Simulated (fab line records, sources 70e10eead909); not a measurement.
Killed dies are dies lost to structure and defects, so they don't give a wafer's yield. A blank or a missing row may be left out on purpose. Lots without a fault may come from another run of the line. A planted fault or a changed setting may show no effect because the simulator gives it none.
fab line records | flow nand_harc
record lots=6 wafers=18 last_day=34
route steps=1302 shown A_CONTACT@1061 END@1302
lots that met no fault: from a run of the same line without faults
start_h: hours from the record's first day to the start of the lot's first wafer shown | wait_h: hours since the lot's step before | " the same as in the row above | L1.1+2: a row that stands for several wafers | - no value, or no start given | * or withheld: withheld | < > ~ a bound
route shown NAME@n: a module of which the file shows steps, and the number in the route of the first | usual: mean/standard deviation of fault-free wafers | same: alike in all rows | chamber/n: place in a boat | sites: the reading at each site | _std_site: their standard deviation | _edge_site: outer sites' mean less inner sites' | radius_mm: how far each site lies from the wafer's centre | mask NAME#n: copy n | behind: the tool/chamber that last shaped the wafer | hold: why the lot was held/for how many hours/how that ended | device: the transistor (n, p or np) that didn't switch | end of line: the same wafers' tests at the end of the route | a step without rows: its recipe alone | killed: dies lost to structure and defects at the first sort, not the wafer's yield | map: a wafer's dies, x killed, . not, _ none there
set.NAME: the setting as run; set.NAME@STEP: as run at that earlier step | model.NAME: the simulator's own value behind a step, which no gauge read
lots at some steps of the route; a table a step, a row a wafer
services: from which hour (start_h, from the record's first day; less than 0 if before it) a tool's chamber was out of use, for how many hours, and why
## steps
# step NHARC_A_CONTACT_STRIP_104
# recipe cf4_flow_sccm=100 chf3_flow_sccm=30 ar_flow_sccm=0 bias_w=0 chemistry=CF4/CHF3
# step NHARC_A_CONTACT_STRIP_105
# recipe o2_flow_sccm=400 cos_flow_sccm=20 ar_flow_sccm=0 bias_w=0 chemistry=O2/COS
# step NHARC_A_CONTACT_ETCH_106
# recipe target_depth_a=900 overetch_a=90 time_s=49.5 ion_energy_ev=100 cf4_flow_sccm=80 o2_flow_sccm=20 ar_flow_sccm=0 rf_w=300 bias_w=100 chemistry=CF4/O2
# usual bias_w=100.05/0.29 drypump_motor_current_A=5.8/0.53 oes_ar_750_au=1.000/0.0047 oes_product_au=1.002/0.0074 rf_vpp_V=197.7/1.6 showerhead_plenum_p_Torr=1.32/0.068 throttle_valve_pct=13.397/0.0093
# columns lot.wafer tool chamber start_h wait_h bias_w drypump_motor_current_A oes_ar_750_au oes_product_au rf_hours_counter_h rf_vpp_V showerhead_plenum_p_Torr throttle_valve_pct
L402.1 rie_diel-02 3 554.39 0.1 99.95 5.8 1.006 1.010 23 199.2 1.31 13.380
L402.4 " 0 " " 100.30 4.8 1.001 0.988 25 196.4 1.29 13.386
L402.6 " 2 " " 99.66 6.3 0.993 1.017 - 195.2 1.25 13.401
L404.1 rie_diel-06 1 574.55 0.1 99.78 6.5 0.998 0.999 23 197.0 1.28 13.409
L404.3 " 2 " " 100.00 5.8 0.999 1.004 21 197.9 1.35 13.395
L404.2 " 3 " " 100.24 5.6 0.995 1.010 21 196.9 1.24 13.394
L410.4 rie_diel-05 2 615.99 0.1 100.14 6.4 1.003 1.000 6 199.1 1.44 13.398
L410.3 " 3 " " 99.58 6.4 1.002 1.014 7 200.4 1.44 13.398
L410.2 " 0 " " 100.31 5.4 0.997 1.010 8 200.9 1.43 13.389
L409.1 rie_diel-02 1 622.20 0.1 100.33 5.8 0.995 1.011 9 199.7 1.38 13.383
L409.5 " 1 " " 100.89 5.8 1.001 1.012 - 199.1 1.38 13.397
L409.4 " 0 " " 100.01 4.8 0.992 0.996 - 196.8 1.28 13.422
L419.3 rie_diel-02 0 721.72 0.1 100.06 4.8 1.001 1.001 27 196.6 1.28 13.401
L419.4 " 1 " " 99.87 5.8 0.996 1.007 29 199.3 1.38 13.394
L419.6 " 2 " " 100.59 6.3 0.995 0.993 - 196.2 1.25 13.399
L421.4 rie_diel-02 3 746.58 0.1 99.96 5.8 0.999 1.010 28 196.4 1.31 13.380
L421.1 " 0 " " 100.55 4.8 1.007 1.000 29 196.7 1.28 13.404
L421.5 " 3 " " 99.82 5.8 1.005 1.007 - 197.4 1.31 13.402
# step NHARC_A_CONTACT_STRIP_82
# recipe o2_flow_sccm=500 ar_flow_sccm=0 bias_w=0 chemistry=O2
# usual drypump_motor_current_A=5.8/0.55 oes_product_au=1.002/0.0072 rf_vpp_V=57.8/0.99 showerhead_plenum_p_Torr=3.50/0.17 throttle_valve_pct=17.036/0.01
# same bias_w=0
# columns lot.wafer tool chamber start_h wait_h drypump_motor_current_A oes_product_au rf_hours_counter_h rf_vpp_V showerhead_plenum_p_Torr throttle_valve_pct
L402.1 rie_diel-02 1 - - 5.8 1.003 26 57.4 3.65 17.036
L402.4 " 2 " " 6.3 1.005 23 57.5 3.32 17.043
L402.6 " 0 " " 4.8 0.996 - 56.5 3.40 17.036
L404.1 rie_diel-06 1 - - 6.5 0.995 23 56.7 3.39 17.021
L404.2 " 2 " " 5.8 0.997 21 58.7 3.57 17.019
L404.3 " 0 " " 5.8 0.997 19 56.8 3.39 17.021
L410.3 rie_diel-05 3 - - 6.4 1.009 7 59.1 3.80 17.024
L410.4 " 0 " " 5.4 1.012 8 59.6 3.77 17.024
L410.2 " 1 " " 4.9 0.997 8 59.2 3.74 17.030
L409.1 rie_diel-02 0 - - 4.8 0.991 6 57.1 3.40 17.060
L409.5 " 0 " " 4.8 1.010 - 56.1 3.40 17.051
L409.4 " 2 " " 6.3 1.002 - 56.5 3.32 17.025
L419.3 rie_diel-02 0 - - 4.8 1.006 27 57.8 3.39 17.028
L419.4 " 2 " " 6.3 1.009 29 58.2 3.30 17.032
L419.6 " 0 " " 4.8 1.006 - 57.5 3.39 17.020
L421.1 rie_diel-02 2 - - 6.3 1.004 30 56.1 3.30 17.021
L421.4 " 3 " " 5.8 1.004 28 58.0 3.46 17.027
L421.5 " 0 " " 4.8 1.005 - 58.4 3.39 17.027
# step NHARC_A_CONTACT_STRIP_83
# recipe time_s=600 temp_c=30 chemistry=post_etch_residue_remover
# step NHARC_A_CONTACT_DEP_84
# recipe target_thk_a=28000 temp_c=400 material=aC
# usual throttle_valve_pct=34.999/0.009
# columns lot.wafer tool chamber start_h wait_h throttle_valve_pct
L402.1 acl_dep-02 0 562.34 - 35.005
L402.4 " 0 " " 34.983
L402.6 " 0 " " 35.003
L404.1 acl_dep-02 0 575.87 - 35.017
L404.2 " 0 " " 34.992
L404.3 " 0 " " 34.990
L410.2 acl_dep-03 0 620.18 - 34.997
L410.3 " 0 " " 34.987
L410.4 " 0 " " 35.004
L409.1 acl_dep-03 0 629.13 - 34.999
L409.4 " 0 " " 34.999
L409.5 " 0 " " 34.996
L419.3 acl_dep-02 0 725.67 - 35.003
L419.4 " 0 " " 35.005
L419.6 " 0 " " 35.000
L421.1 acl_dep-02 0 747.48 - 34.997
L421.4 " 0 " " 34.997
L421.5 " 0 " " 34.997
# step NHARC_A_CONTACT_DEP_85
# recipe target_thk_a=600 target_thk_nm=60 temp_c=400 pressure_torr=3.5 flow_sccm=200 rf_w=350 material=SiON
# usual heater_power_w=713/93
# columns lot.wafer tool chamber start_h wait_h heater_power_w
L402.1 pecvd-01 1 564.09 1.5 765
L402.6 " 1 " " 770
L402.4 " 2 " " 637
L404.3 pecvd-01 0 577.59 0.9 663
L404.1 " 1 " " 765
L404.2 " 2 " " 534
L410.3 pecvd-04 1 621.66 0.9 618
L410.2 " 2 " " 835
L410.4 " 1 " " 626
L409.1 pecvd-01 1 630.94 1.5 710
L409.4 " 2 " " 584
L409.5 " 1 " " 714
L419.3 pecvd-01 0 726.82 0.9 604
L419.4 " 0 " " 615
L419.6 " 1 " " 712
L421.1 pecvd-04 2 749.28 1.5 802
L421.4 " 1 " " 690
L421.5 " 2 " " 770
# step NHARC_A_CONTACT_DEHYDRATE_00
# recipe temp_c=150 time_s=120
# step NHARC_A_CONTACT_HMDS_01
# recipe time_s=30
# step NHARC_A_CONTACT_COAT_86
# recipe temp_c=260 time_s=75
# step NHARC_A_CONTACT_COAT_87
# recipe temp_c=225 time_s=65
# step NHARC_A_CONTACT_COAT_02
# recipe spin_rpm=1500 resist_thk_nm=90
# step NHARC_A_CONTACT_SOFTBAKE_03
# recipe temp_c=105 time_s=55
# usual heater_power_total_W=188.45/0.13
# columns lot.wafer tool chamber start_h wait_h heater_power_total_W
L402.1 litho_track-04 0 564 - 188.32
L402.4 " 0 " " 188.32
L402.6 " 0 " " 188.36
L404.1 litho_track-04 0 577 - 188.49
L404.2 " 0 " " 188.38
L404.3 " 0 " " 188.35
L410.2 litho_track-04 0 621 - 188.73
L410.3 " 0 " " 188.33
L410.4 " 0 " " 188.30
L409.1 litho_track-01 0 631 - 188.40
L409.4 " 0 " " 188.43
L409.5 " 0 " " 188.38
L419.3 litho_track-04 0 727 - 323.62
L419.4 " 0 " " 323.02
L419.6 " 0 " " 323.65
L421.1 litho_track-04 0 749 - 323.11
L421.4 " 0 " " 323.52
L421.5 " 0 " " 323.62
# step NHARC_A_CONTACT_EBR_04
# step NHARC_END_SORT_01
# recipe temp_c=25
# usual killed_at_array=50/18 killed_at_other=0.8/1.1 killed_at_periphery=4.1/2.9 killed_dies=55/18 killed_open=3.5/1.9 killed_short=2.4/1.5
# same gross_dies=677
# columns lot.wafer tool chamber start_h wait_h killed_at_array killed_at_other killed_at_periphery killed_dies killed_open killed_short
L402.1 prober-01 0 618.92 2.5 23 1 8 32 2 7
L402.4 prober-01 0 621.31 3.4 22 1 5 28 5 3
L402.6 prober-01 0 622.91 4.0 25 0 6 31 11 3
L410.2 prober-01 0 670.91 2.8 31 0 6 37 4 2
L410.3 prober-01 0 671.72 3.1 39 4 0 43 2 6
L410.4 prober-01 0 672.53 3.4 32 1 3 36 4 1
L409.1 prober-02 0 683.95 2.5 37 0 4 41 1 4
L409.4 prober-02 0 686.36 3.4 45 1 3 49 6 1
L409.5 prober-02 0 687.17 3.7 41 0 5 46 5 2
L419.3 prober-02 0 781.75 3.1 48 0 2 50 6 1
L419.4 prober-02 0 782.56 3.4 43 0 2 45 3 2
L419.6 prober-02 0 784.16 4.0 47 0 1 48 2 1
# killed by level:class
L402.1 A_CHANNEL_HOLE_D2:chamber_film_flake=10 P_GATE:chamber_film_flake=4 A_CHANNEL_FILL_D1:geometric_particle:short=2 A_DECK1_JOINT:geometric_particle:short=2 A_CHANNEL_HOLE_D1:chamber_film_flake=2 A_STAIRCASE:chamber_film_flake=2 P_GATE:geometric_particle:short=1 A_ONON_D2:geometric_particle:short=1
L402.4 A_CHANNEL_HOLE_D2:chamber_film_flake=4 A_STAIRCASE:chamber_film_flake=4 A_DECK1_JOINT:chamber_film_flake=3 A_CHANNEL_FILL_D2:geometric_particle:short=2 P_GATE:chamber_film_flake=2 A_CHANNEL_HOLE_D1:chamber_film_flake=2 P_GATE:geometric_particle:open=1 P_CONTACT:geometric_particle:open=1
L402.6 A_CHANNEL_HOLE_D2:chamber_film_flake=8 P_M0:geometric_particle:open=2 A_M0:geometric_particle:open=2 A_CHANNEL_HOLE_D1:chamber_film_flake=2 A_CHANNEL_FILL_D1:chamber_film_flake=2 A_STAIRCASE:chamber_film_flake=2 P_GATE:geometric_particle:open=1 P_M0:geometric_particle:short=1
L410.2 A_CHANNEL_HOLE_D2:chamber_film_flake=15 A_CHANNEL_HOLE_D1:chamber_film_flake=7 A_STAIRCASE:chamber_film_flake=4 P_M0:geometric_particle:short=2 P_CONTACT:geometric_particle:open=1 P_M2:geometric_particle:open=1 A_ONON_D2:geometric_particle:open=1 A_CONTACT:geometric_particle:open=1
L410.3 A_CHANNEL_HOLE_D2:chamber_film_flake=19 A_CHANNEL_HOLE_D1:chamber_film_flake=5 A_STAIRCASE:chamber_film_flake=2 HYBRID_BOND:chamber_film_flake=2 A_ONON_D1:geometric_particle:short=1 A_CHANNEL_FILL_D1:geometric_particle:short=1 A_CHANNEL_FILL_D1:geometric_particle:open=1 A_DECK1_JOINT:geometric_particle:short=1
L410.4 A_CHANNEL_HOLE_D2:chamber_film_flake=14 A_CHANNEL_HOLE_D1:chamber_film_flake=6 A_SLIT:chamber_film_flake=3 A_CHANNEL_FILL_D2:chamber_film_flake=2 A_STAIRCASE:chamber_film_flake=2 P_M0:geometric_particle:short=1 P_M0:geometric_particle:open=1 A_DECK1_JOINT:geometric_particle:open=1
L409.1 A_CHANNEL_HOLE_D1:chamber_film_flake=28 A_STAIRCASE:chamber_film_flake=3 P_M1:chamber_film_flake=2 P_CONTACT:geometric_particle:open=1 A_ONON_D2:geometric_particle:short=1 A_CHANNEL_HOLE_D2:geometric_particle:short=1 A_STAIRCASE:geometric_particle:short=1 A_SGD_CUT:geometric_particle:short=1
L409.4 A_CHANNEL_HOLE_D1:chamber_film_flake=27 A_STAIRCASE:chamber_film_flake=6 A_CHANNEL_FILL_D1:geometric_particle:open=2 A_WL_FILL:chamber_film_flake=2 A_ONON_D2:geometric_particle:open=2 P_GATE:chamber_film_flake=2 P_GATE:geometric_particle:short=1 A_ONON_D1:geometric_particle:open=1
L409.5 A_CHANNEL_HOLE_D1:chamber_film_flake=26 A_STAIRCASE:chamber_film_flake=5 P_GATE:chamber_film_flake=3 A_CONTACT:chamber_film_flake=3 P_GATE:geometric_particle:short=1 P_CONTACT:geometric_particle:open=1 A_DECK1_JOINT:geometric_particle:open=1 A_ONON_D2:geometric_particle:open=1
L419.3 A_SLIT:chamber_film_flake=30 A_CONTACT:chamber_film_flake=3 A_BLC:geometric_particle:open=2 A_CHANNEL_HOLE_D1:unspecified=2 A_CHANNEL_FILL_D1:chamber_film_flake=2 A_CHANNEL_HOLE_D2:chamber_film_flake=2 A_CHANNEL_FILL_D2:chamber_film_flake=2 A_STAIRCASE:chamber_film_flake=2
L419.4 A_SLIT:chamber_film_flake=28 A_CHANNEL_HOLE_D2:chamber_film_flake=3 A_CONTACT:chamber_film_flake=3 A_CHANNEL_HOLE_D1:chamber_film_flake=2 P_CONTACT:geometric_particle:open=1 A_CHANNEL_FILL_D1:geometric_particle:open=1 A_CHANNEL_FILL_D1:geometric_particle:short=1 A_DECK1_JOINT:geometric_particle:open=1
L419.6 A_SLIT:chamber_film_flake=26 A_CHANNEL_HOLE_D2:chamber_film_flake=6 A_CHANNEL_HOLE_D1:unspecified=3 A_CHANNEL_HOLE_D1:chamber_film_flake=2 A_DECK1_JOINT:chamber_film_flake=2 A_STAIRCASE:chamber_film_flake=2 A_ONON_D2:geometric_particle:short=1 A_ONON_D2:geometric_particle:open=1
## services
# columns tool chamber start_h hours kind
pecvd-01 - 537.30 3.0 repair
rie_diel-06 - 545.51 0.6 repair
rie_diel-02 0 550.62 - clean
litho_track-04 - 553.00 7.0 pm
rie_diel-02 - 571.20 9.0 pm
pecvd-04 - 575.79 0.4 repair
rie_diel-05 - 583.68 9.0 pm
rie_diel-02 0 587.88 3.2 repair
pecvd-04 2 593.35 6.0 repair
rie_diel-02 3 609.61 14.8 repair
acl_dep-02 - 614.81 13.0 pm
pecvd-04 - 631.06 13.0 pm
rie_diel-05 0 637.01 11.8 repair
rie_diel-02 1 642.23 10.7 repair
rie_diel-02 0 651.71 1.5 repair
rie_diel-06 - 661.27 9.0 pm
acl_dep-03 - 667.71 13.0 pm
pecvd-01 - 673.31 13.0 pm
litho_track-01 - 680.01 7.0 pm
rie_diel-02 2 684.20 5.6 repair
rie_diel-05 2 713.97 2.4 repair
rie_diel-06 0 721.43 1.9 repair
litho_track-04 - 728.00 7.0 pm
rie_diel-02 - 748.20 9.0 pm
## key
first_sign step=NHARC_A_CONTACT_SOFTBAKE_03 reading=heater_power_total_W direction=up sigmas=99+ usual=* struck=*
effect none on later readings
met_at NHARC_A_CONTACT_SOFTBAKE_03
struck_wafers L419.3,L419.4,L419.6,L421.1,L421.4,L421.5
tester_left_out L419,L421
onset_between 621 727
fault kind=process_parameter_drift tool=litho_track-04 chamber=- onset_h=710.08 steps=NHARC_A_CONTACT_SOFTBAKE_03 channel=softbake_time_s offset=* shape=step end_h=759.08 acts_in=* stated=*
# tester_left_out: of these lots the tester's yield and bins aren't shown, on N5 and GAA mostly nor the transistor test; their killed dies are dies lost to structure and defects alone, not to doping, threshold or leakage, so they don't give the yield
